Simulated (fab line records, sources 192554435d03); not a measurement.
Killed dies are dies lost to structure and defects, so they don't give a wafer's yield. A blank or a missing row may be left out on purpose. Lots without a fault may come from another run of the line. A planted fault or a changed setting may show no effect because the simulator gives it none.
A struck lot beside a sound one | flow n5_finfet | 14 steps out of a route of 1938
Sound: wafers L800.1, L800.3, L800.6. Struck: wafers L798.1, L798.4, L798.5. The cause comes at the end.
At each step with rows: each side's tool, then ch and its chambers, then its first start. Under that, the readings that differ: sound wafers | struck wafers | difference of the means | sigmas: that difference in standard deviations of wafers without a fault.
alike: readings whose means differ by less than 2 such deviations, and words and numbers that are the same on both sides. not compared: withheld readings, readings that some wafer has no value for, bounds like >300 that may hide the same value, and numbers for which the record gives no deviation and whose values overlap.
The two part at a step that has a row with sigmas, a row that says differs or no value, or rows on one side only. Numbers that don't overlap but have no deviation are shown without sigmas and don't part them. A reading that every wafer of one side lacks parts them only if that side has two wafers or more.

N5_BEOL_M12_THK_MEAS_50: measures by xrf.
  sound on film_metro-01, day 15 03:49; struck on film_metro-02, day 15 03:32
  alike: M12_THK
then, 1 step without rows for these wafers: N5_BEOL_M12_PRE_CLEAN_52 (time 15 s).
N5_BEOL_M12_DEP_53: deposits SiCN from 3MS/NH3, target thk 30 nm, time 10.5 s.
  sound on pecvd-04 ch 0,1, day 15 03:56; struck on pecvd-04 ch 0,1,2, day 15 03:36
  alike: showerhead_plenum_p_Torr, throttle_valve_pct
N5_BEOL_M12_RS_MEAS_54: measures by four-point-probe.
  sound on film_metro-02, day 15 03:59; struck on film_metro-02, day 15 03:40
  alike: M12_RS
N5_BEOL_M12_INSPECT_55: inspects for defects (darkfield).
  sound on defect_inspect-02, day 15 04:01; struck on defect_inspect-01, day 15 03:41
  alike: raw_defect_count
N5_BEOL_M13_ILD_DEP_00: deposits SiOC from DEMS/O2, target thk 837.92 nm, time 166.4 s.
  sound on pecvd-01 ch 0,1,2, day 15 04:04; struck on pecvd-03 ch 0, day 15 03:44
  alike: heater_power_w, showerhead_plenum_p_Torr, throttle_valve_pct
N5_BEOL_M13_THK_MEAS_01:
  sound on film_metro-02, day 15 04:13; struck on film_metro-01, day 15 03:56
  alike: M13_ILD_THK
then, 5 steps without rows for these wafers: N5_BEOL_M13_COAT_58 (time 60 s, resist thk 89 nm); N5_BEOL_M13_COAT_04 (resist thk 400 nm); N5_BEOL_M13_EBR_06; N5_BEOL_M13_SOFTBAKE_05 (time 60 s); N5_BEOL_M13_EXPOSE_07 (exposes mask V12).
N5_BEOL_M13_PEB_08: peb time 90 s.
  sound on litho_track-03 ch 0, day 15 04:23; struck on litho_track-03, day 15 04:08
  no value came back on the struck wafers for chill_plate_temp_C (C), exhaust_pa (Pa), peb_time_s (s); on the sound wafers chill_plate_temp_C (C) reads 23.09 23.13 22.87
then, 1 step without rows for these wafers: N5_BEOL_M13_DEVELOP_09 (develop time 45 s).

WHERE THEY PART
Only at N5_BEOL_M13_PEB_08, within this record.

WHY: what the simulator had put in
Skipped step whole: litho_track-03, from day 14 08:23 on, at N5_BEOL_M13_PEB_08. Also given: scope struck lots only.
